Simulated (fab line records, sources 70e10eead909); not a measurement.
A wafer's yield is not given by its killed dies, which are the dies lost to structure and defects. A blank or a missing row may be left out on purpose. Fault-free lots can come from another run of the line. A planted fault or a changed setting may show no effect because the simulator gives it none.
fab line records | flow nand_harc
record: lots: 14 wafers: 42 last_day: 25
route steps=1159 shown P_M2@348 P_BONDPAD@368
lots that met no fault: taken from a fault-free run of the same line
start_h: hours from the record's first day to the start of the lot's first wafer shown | wait_h: hours since the lot's step before | " identical to the entry in the row above | L1.1+2: a single row standing in for several wafers | - no value present, or no start provided | * or withheld: withheld | < > ~ a bound
route shown NAME@n: names a module that has steps shown in the file, with the first one's number in the route | usual: mean/standard deviation taken from wafers without a fault | same: alike in all rows | chamber/n: place in a boat | sites: the reading at each site | _std_site: standard deviation across them | _edge_site: mean of outer sites minus mean of inner sites | radius_mm: how far each site lies from the wafer's centre | mask NAME#n: copy n | behind: the tool/chamber that last shaped the wafer | hold: the reason the lot was held/the length of the hold in hours/how it ended | device: transistor that didn't switch, given as n, p or np | end of line: at the end of the route, the tests of the same wafers | where a step has no rows: the recipe by itself | killed: not the wafer's yield, but the dies lost to structure and defects at the first sort | map: per-die view of a wafer (x killed, . not killed, _ where there is no die)
set.NAME: the setting as run; set.NAME@STEP: as run at that earlier step | model.NAME: the simulator's own value behind a step, which no gauge read
one table for each step of the route and one row for each wafer, over a sample of lots
services: the hour from which a tool's chamber was out of use, counted from the record's first day as start_h (under 0 if before that day), plus the number of hours and why
== steps ==
step: NHARC_P_M2_INSPECT_27
usual: raw_defect_count: 334/110
columns lot.wafer tool chamber start_h wait_h raw_defect_count
L251.3 defect_inspect-02 - 133.11 0.0 398
L251.5 " - " " 412
L251.6 " - " " 363
L250.3 defect_inspect-01 - 138.85 0.0 292
L250.4 " - " " 495
L250.6 " - " " 523
L252.1 defect_inspect-02 - 144.05 0.0 280
L252.2 " - " " 193
L252.5 " - " " 327
L253.2 defect_inspect-02 - 144.37 0.0 254
L253.3 " - " " 435
L253.4 " - " " 180
L255.1 defect_inspect-01 - 150.65 0.0 279
L255.5 " - " " 441
L255.6 " - " " 210
L256.1 defect_inspect-01 - 164.27 0.0 196
L256.2 " - " " 272
L256.3 " - " " 413
L257.1 defect_inspect-01 - 178.89 0.0 487
L257.3 " - " " 349
L257.6 " - " " 496
L259.2 defect_inspect-01 - 180.85 0.0 282
L259.4 " - " " 270
L259.6 " - " " 212
L262.1 defect_inspect-02 - 208.18 0.0 289
L262.3 " - " " 858
L262.5 " - " " 495
L270.1 defect_inspect-02 - 238.44 0.0 205
L270.2 " - " " 261
L270.3 " - " " 339
L269.3 defect_inspect-01 - 239.49 0.0 456
L269.4 " - " " 331
L269.5 " - " " 281
L271.2 defect_inspect-01 - 252.35 0.0 345
L271.4 " - " " 488
L271.6 " - " " 530
L272.2 defect_inspect-01 - 252.66 0.0 352
L272.3 " - " " 337
L272.4 " - " " 166
L273.2 defect_inspect-02 - 269.28 0.0 245
L273.3 " - " " 273
L273.6 " - " " 396
step: NHARC_P_BONDPAD_ETCH_37
recipe: target_depth_a: 600 overetch_a: 180 time_s: 65.91 ion_energy_ev: 200 n2_flow_sccm: 150 h2_flow_sccm: 150 ar_flow_sccm: 0 rf_w: 400 bias_w: 150 chemistry: N2/H2
usual: drypump_motor_current_A: 5.8/0.57 n2_flow_sccm: 150.0/0.45 oes_product_au: 1.003/0.015 rf_vpp_V: 430.1/2.9 run_length_s: 87.2/0.47 showerhead_plenum_p_Torr: 2.03/0.1 throttle_valve_pct: 14.172/0.0087
columns lot.wafer tool chamber start_h wait_h drypump_motor_current_A n2_flow_sccm oes_product_au rf_hours_counter_h rf_vpp_V run_length_s showerhead_plenum_p_Torr throttle_valve_pct
L251.3 rie_diel-01 0 135.29 0.1 5.9 150.3 0.993 52 425.4 86.9 1.89 14.172
L251.6 " 0 " " 5.8 150.5 0.992 - 426.5 86.3 1.89 14.179
L251.5 " 1 " " 5.2 149.7 0.985 - 426.8 87.3 1.88 14.167
L250.4 rie_diel-08 0 141.08 0.1 6.2 150.1 1.017 3 430.6 87.8 2.06 14.186
L250.3 " 1 " " 6.0 150.1 1.011 3 428.2 86.8 1.99 14.162
L250.6 " 2 " " 6.3 149.8 1.003 - 432.4 86.5 2.10 14.165
L252.1 rie_diel-08 2 146.20 0.1 6.2 149.5 1.020 3 432.3 86.6 2.10 14.168
L252.2 " 0 " " 6.2 149.2 1.008 4 430.3 87.6 2.06 14.171
L252.5 " 3 " " 6.5 150.0 1.026 - 427.7 87.2 1.96 14.171
L253.2 rie_diel-08 2 146.70 0.1 6.3 149.8 1.004 4 432.0 86.6 2.10 14.161
L253.3 " 3 " " 6.5 150.4 1.029 3 428.1 87.1 1.96 14.184
L253.4 " 0 " " 6.2 149.7 1.020 4 433.6 88.6 2.06 14.170
L255.1 rie_diel-06 2 152.75 0.1 6.5 149.9 1.006 7 426.0 87.5 1.92 14.168
L255.5 " 2 " " 6.5 149.4 1.008 - 425.9 87.0 1.92 14.163
L255.6 " 3 " " 5.2 149.4 0.997 - 433.2 86.8 2.14 14.174
L256.3 rie_diel-06 1 166.39 0.1 5.7 149.5 0.992 8 431.5 87.8 2.10 14.173
L256.1 " 3 " " 5.2 150.4 0.986 9 432.8 87.0 2.14 14.170
L256.2 " 0 " " 5.0 150.1 1.019 11 427.8 87.2 1.92 14.169
L257.1 rie_diel-06 3 180.97 0.1 5.2 150.0 1.004 10 433.9 86.9 2.14 14.170
L257.3 " 1 " " 5.7 149.9 0.990 9 432.5 87.5 2.10 14.170
L257.6 " 3 " " 5.2 150.2 0.993 - 434.3 87.1 2.14 14.194
L259.4 rie_diel-06 0 182.96 0.1 5.0 150.4 1.009 12 426.7 87.1 1.92 14.165
L259.2 " 1 " " 5.6 149.2 0.995 10 431.0 87.9 2.10 14.171
L259.6 " 3 " " 5.2 150.0 1.002 - 432.1 87.4 2.14 14.188
L262.3 rie_diel-06 1 210.15 0.1 5.7 149.4 0.987 13 432.5 87.5 2.10 14.159
L262.1 " 3 " " 5.2 149.5 0.998 13 433.3 87.0 2.13 14.169
L262.5 " 0 " " 5.0 150.0 1.014 - 426.4 87.4 1.92 14.171
L270.3 rie_diel-01 1 240.59 0.1 5.2 150.4 0.983 31 435.7 69.8 2.21 14.187
L270.1 " 2 " " 6.3 150.2 0.977 31 432.7 70.1 2.17 14.172
L270.2 " 3 " " 5.1 150.5 0.979 26 433.0 69.0 2.14 14.166
L269.4 rie_diel-01 3 241.67 0.1 5.0 150.1 0.991 26 434.2 68.9 2.14 14.162
L269.3 " 1 " " 5.2 150.3 0.973 32 435.8 69.5 2.21 14.175
L269.5 " 3 " " 5.1 150.0 0.982 - 434.4 69.1 2.14 14.177
L271.4 rie_diel-08 3 254.49 0.1 6.5 150.2 1.015 43 428.4 86.9 1.94 14.183
L271.2 " 0 " " 6.2 149.4 1.016 45 431.9 87.8 2.05 14.173
L271.6 " 1 " " 6.0 149.7 1.019 - 428.3 86.6 1.98 14.161
L272.4 rie_diel-06 3 254.64 0.1 5.2 149.4 1.011 0 433.1 87.8 2.13 14.161
L272.3 " 0 " " 5.0 149.2 1.011 0 428.6 87.4 1.92 14.174
L272.2 " 1 " " 5.7 150.4 1.007 0 432.3 87.6 2.10 14.167
L273.3 rie_diel-08 2 271.24 0.1 6.2 150.3 0.994 52 431.8 86.6 2.08 14.170
L273.2 " 3 " " 6.5 151.2 1.032 48 427.1 86.9 1.94 14.174
L273.6 " 2 " " 6.2 149.3 0.994 - 431.9 86.6 2.08 14.150
step: NHARC_P_BONDPAD_CD_MEAS_13
usual: cd_nm: 498.0/2.5
columns lot.wafer tool chamber start_h wait_h cd_nm
L251.3 cd_sem-03 - 135.59 - 504.2
L251.5 " - " " 501.8
L251.6 " - " " 497.0
L250.3 cd_sem-01 - 141.34 - 497.5
L250.4 " - " " 493.0
L250.6 " - " " 498.4
L252.1 cd_sem-03 - 146.43 - 495.0
L252.2 " - " " 497.5
L252.5 " - " " 499.8
L253.2 cd_sem-01 - 146.97 - 496.7
L253.3 " - " " 498.9
L253.4 " - " " 496.9
L255.1 cd_sem-03 - 152.97 - 496.5
L255.5 " - " " 494.2
L255.6 " - " " 499.5
L256.1 cd_sem-02 - 166.62 - 502.1
L256.2 " - " " 499.8
L256.3 " - " " 496.1
L257.1 cd_sem-02 - 181.19 - 496.6
L257.3 " - " " 496.5
L257.6 " - " " 496.7
L259.2 cd_sem-02 - 183.17 - 502.7
L259.4 " - " " 498.5
L259.6 " - " " 497.3
L262.1 cd_sem-02 - 210.37 - 503.8
L262.3 " - " " 498.2
L262.5 " - " " 497.3
L270.1 cd_sem-02 - 240.81 - 495.5
L270.2 " - " " 497.4
L270.3 " - " " 493.8
L269.3 cd_sem-01 - 242.15 - 498.3
L269.4 " - " " 499.3
L269.5 " - " " 496.4
L271.2 cd_sem-02 - 254.71 - 492.9
L271.4 " - " " 498.7
L271.6 " - " " 495.7
L272.2 cd_sem-02 - 254.87 - 503.8
L272.3 " - " " 497.3
L272.4 " - " " 502.2
L273.2 cd_sem-03 - 271.47 - 499.0
L273.3 " - " " 500.0
L273.6 " - " " 501.7
step: NHARC_P_BONDPAD_STRIP_15
recipe: o2_flow_sccm: 500 ar_flow_sccm: 0 bias_w: 0 chemistry: O2
usual: drypump_motor_current_A: 5.8/0.59 oes_product_au: 1.008/0.012 rf_vpp_V: 57.6/0.88 showerhead_plenum_p_Torr: 3.49/0.15 throttle_valve_pct: 17.036/0.0089
columns lot.wafer tool chamber start_h wait_h drypump_motor_current_A oes_product_au rf_hours_counter_h rf_vpp_V showerhead_plenum_p_Torr throttle_valve_pct
L251.3 rie_diel-08 1 135.70 0.1 6.0 1.007 1 56.4 3.46 17.054
L251.6 " 2 " " 6.3 1.010 - 59.2 3.62 17.037
L251.5 " 3 " " 6.5 1.020 - 56.8 3.40 17.041
L250.3 rie_diel-06 0 141.45 0.1 5.0 1.006 8 55.7 3.35 17.051
L250.6 " 2 " " 6.5 1.014 - 56.8 3.33 17.009
L250.4 " 0 " " 5.0 1.018 - 58.0 3.35 17.018
L252.2 rie_diel-08 3 146.54 0.1 6.5 1.032 3 56.9 3.40 17.028
L252.1 " 0 " " 6.2 1.020 4 58.0 3.56 17.029
L252.5 " 2 " " 6.3 1.008 - 57.4 3.62 17.033
L253.4 rie_diel-08 2 147.04 0.1 6.2 1.008 4 57.0 3.62 17.033
L253.2 " 3 " " 6.5 1.043 4 57.2 3.40 17.037
L253.3 " 0 " " 6.2 1.019 4 57.0 3.56 17.037
L255.1 rie_diel-06 0 153.10 0.1 5.0 1.009 8 55.8 3.35 17.041
L255.6 " 1 " " 5.7 1.001 - 57.6 3.62 17.043
L255.5 " 2 " " 6.5 1.013 - 57.1 3.33 17.039
L256.2 rie_diel-01 0 166.69 0.1 5.9 0.996 4 57.6 3.29 17.029
L256.3 " 1 " " 5.2 0.987 4 58.8 3.81 17.037
L256.1 " 2 " " 6.3 0.984 4 58.4 3.75 17.038
L257.1 rie_diel-06 0 181.28 0.1 5.0 1.007 12 57.6 3.34 17.051
L257.3 " 2 " " 6.6 1.021 11 58.1 3.33 17.035
L257.6 " 0 " " 5.0 1.013 - 56.4 3.34 17.047
L259.2 rie_diel-06 1 183.25 0.1 5.7 0.984 10 57.0 3.62 17.047
L259.4 " 0 " " 5.0 1.013 12 56.8 3.34 17.029
L259.6 " 2 " " 6.5 1.016 - 58.2 3.33 17.052
L262.3 rie_diel-08 0 210.49 0.1 6.2 1.027 28 56.8 3.55 17.032
L262.1 " 1 " " 6.0 1.007 28 58.2 3.44 17.035
L262.5 " 2 " " 6.3 1.011 - 56.3 3.60 17.039
L270.1 rie_diel-06 2 240.89 0.1 6.5 1.005 17 59.1 3.33 17.049
L270.3 " 3 " " 5.2 1.017 16 57.8 3.68 17.057
L270.2 " 0 " " 5.0 1.021 18 58.1 3.34 17.031
L269.4 rie_diel-08 1 242.32 0.2 6.0 1.021 42 57.1 3.43 17.040
L269.3 " 2 " " 6.3 1.010 40 57.1 3.60 17.026
L269.5 " 1 " " 6.1 1.021 - 58.1 3.43 17.021
L271.4 rie_diel-06 2 254.82 0.1 6.5 1.004 0 56.6 3.33 17.038
L271.2 " 3 " " 5.2 1.008 0 57.3 3.68 17.011
L271.6 " 0 " " 5.0 1.005 - 56.9 3.34 17.033
L272.3 rie_diel-08 3 254.94 0.1 6.5 1.037 43 57.3 3.38 17.039
L272.4 " 0 " " 6.2 1.026 45 56.9 3.54 17.024
L272.2 " 1 " " 6.1 1.016 48 57.9 3.43 17.032
L273.2 rie_diel-06 2 271.54 0.1 6.5 1.016 2 55.6 3.33 17.047
L273.3 " 0 " " 5.0 1.001 3 58.3 3.34 17.029
L273.6 " 3 " " 5.2 0.999 - 57.5 3.67 17.036
== services ==
columns tool chamber start_h hours kind
rie_diel-06 0 122.20 - clean
rie_diel-06 1 122.20 - clean
rie_diel-06 2 122.20 - clean
rie_diel-06 3 122.20 - clean
rie_diel-08 - 124.80 9.0 pm
rie_diel-01 0 125.14 5.7 repair
rie_diel-06 3 126.06 19.5 repair
rie_diel-01 - 146.45 9.0 pm
rie_diel-06 0 146.83 - clean
rie_diel-06 1 146.83 - clean
rie_diel-06 2 146.83 - clean
rie_diel-06 3 146.83 - clean
rie_diel-06 0 171.33 - clean
rie_diel-06 1 171.33 - clean
rie_diel-06 2 171.33 - clean
rie_diel-06 3 171.33 - clean
rie_diel-06 0 195.83 - clean
rie_diel-06 1 195.83 - clean
rie_diel-06 2 195.83 - clean
rie_diel-01 3 215.88 9.7 repair
rie_diel-06 1 239.98 4.3 repair
rie_diel-06 - 241.20 9.0 pm
rie_diel-01 0 264.34 4.4 repair
rie_diel-08 3 265.31 3.5 repair
== key ==
first_sign: step: NHARC_P_BONDPAD_ETCH_37 reading: run_length_s direction: down sigmas: 38 usual: * struck: *
effect none on later readings
met_at NHARC_P_BONDPAD_ETCH_37
struck_lots L269,L270
sort_left_out L269.3,L269.4,L269.5,L270.1,L270.2,L270.3
not_acting_at NHARC_P_M2_INSPECT_27,NHARC_P_BONDPAD_CD_MEAS_13,NHARC_P_BONDPAD_STRIP_15
onset_between 135.29 240.59
fault: kind: process_parameter_drift tool: rie_diel-01 chamber: - onset_h: 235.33 steps: NHARC_P_BONDPAD_ETCH_37 channel: time_s offset: * shape: step end_h: 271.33 acts_in: * stated: *
sort_left_out: the simulated sort isn't trusted on such a fault, so these wafers' sort isn't shown, and their yield isn't known
